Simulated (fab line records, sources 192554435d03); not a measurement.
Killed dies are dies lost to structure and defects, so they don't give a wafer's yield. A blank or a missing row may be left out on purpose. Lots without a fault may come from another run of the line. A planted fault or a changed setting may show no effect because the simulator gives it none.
Chamber matching | flow n5_finfet | N5_BEOL_M8_CMP_52 on cmp-04: 4 sister chambers
The step polishes, stops on SiCOH lowk, t overpolish 6.9 s, target thk 80 nm. 16 wafers are shown with their chamber, then 8 later ones without.

WAFERS WITH THEIR CHAMBER
wafer  | chamber | motor_current_A (A) | clearing_platen_down_force_psi (psi) | barrier_field_endpoint_s (s)
L075.1 | 3       | 6.5                 | 1.4956                               | 28.9
L075.4 | 1       | 5.9                 | 1.5001                               | 28.8
L075.5 | 3       | 6.4                 | 1.4968                               | 29.7
L078.1 | 1       | 5.9                 | 1.4941                               | 29.6
L078.3 | 0       | 6.0                 | 1.4999                               | 29.6
L078.5 | 1       | 6.4                 | 1.5004                               | 30.1
L079.1 | 3       | 6.2                 | 1.5010                               | 29.6
L079.5 | 3       | 6.0                 | 1.5048                               | 30.0
L079.6 | 0       | 5.8                 | 1.5017                               | 30.3
L083.1 | 0       | 6.0                 | 1.5038                               | 28.6
L083.2 | 3       | 6.4                 | 1.5022                               | 28.9
L083.4 | 1       | 5.9                 | 1.4964                               | 28.6
L085.2 | 1       | 6.2                 | 1.5010                               | 28.5
L085.3 | 2       | 6.4                 | 1.5048                               | 28.3
L085.4 | 0       | 5.4                 | 1.5019                               | 28.9
L092.1 | 3       | 6.2                 | 1.5014                               | 29.1

SIGNATURES (means of the wafers above)
reading                        | chamber 0 | chamber 1 | chamber 2 | chamber 3 | scatter within a chamber
motor_current_A                | 5.800     | 6.060     | 6.400     | 6.283     | 0.227
clearing_platen_down_force_psi | 1.501825  | 1.498400  | 1.504800  | 1.500300  | 0.00294
barrier_field_endpoint_s       | 29.350    | 29.120    | 28.300    | 29.367    | 0.629
Rule: a wafer's distance from a chamber is the root of the sum, over the readings, of the square of ((its reading less the chamber's mean) divided by the reading's scatter). The wafer belongs to the nearest chamber; if the next one is less than 2 further off, it can't be placed. The scatter: the root of (the sum of the squares of (reading less its chamber's mean) over the shown wafers, divided by (wafers less chambers)).

WAFERS WITHOUT THEIR CHAMBER
wafer  | motor_current_A (A) | clearing_platen_down_force_psi (psi) | barrier_field_endpoint_s (s)
L092.4 | 6.5                 | 1.5012                               | 28.7
L092.6 | 5.7                 | 1.4973                               | 28.7
L090.2 | 6.3                 | 1.5034                               | 28.1
L090.5 | 6.1                 | 1.5012                               | 29.0
L090.6 | 5.6                 | 1.5005                               | 28.2
L095.1 | 6.5                 | 1.4973                               | 28.7
L095.2 | 6.6                 | 1.4979                               | 29.0
L095.4 | 5.8                 | 1.5010                               | 28.8

WHICH CHAMBER EACH WENT THROUGH
wafer  | from the rows above               | in truth
L092.4 | can't be placed: 2 or 3 or 1 or 0 | 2
L092.6 | can't be placed: 1 or 0 or 3      | 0
L090.2 | can't be placed: 2 or 3 or 1      | 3
L090.5 | can't be placed: 1 or 3 or 0 or 2 | 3
L090.6 | can't be placed: 0 or 1 or 3 or 2 | 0
L095.1 | can't be placed: 3 or 1 or 2 or 0 | 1
L095.2 | can't be placed: 3 or 1 or 2      | 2
L095.4 | can't be placed: 0 or 1 or 3      | 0
Placed correctly: 0 of 8. Can't be placed from these rows: 8 (the true chamber is among the candidates in 8). Placed wrongly: 0.
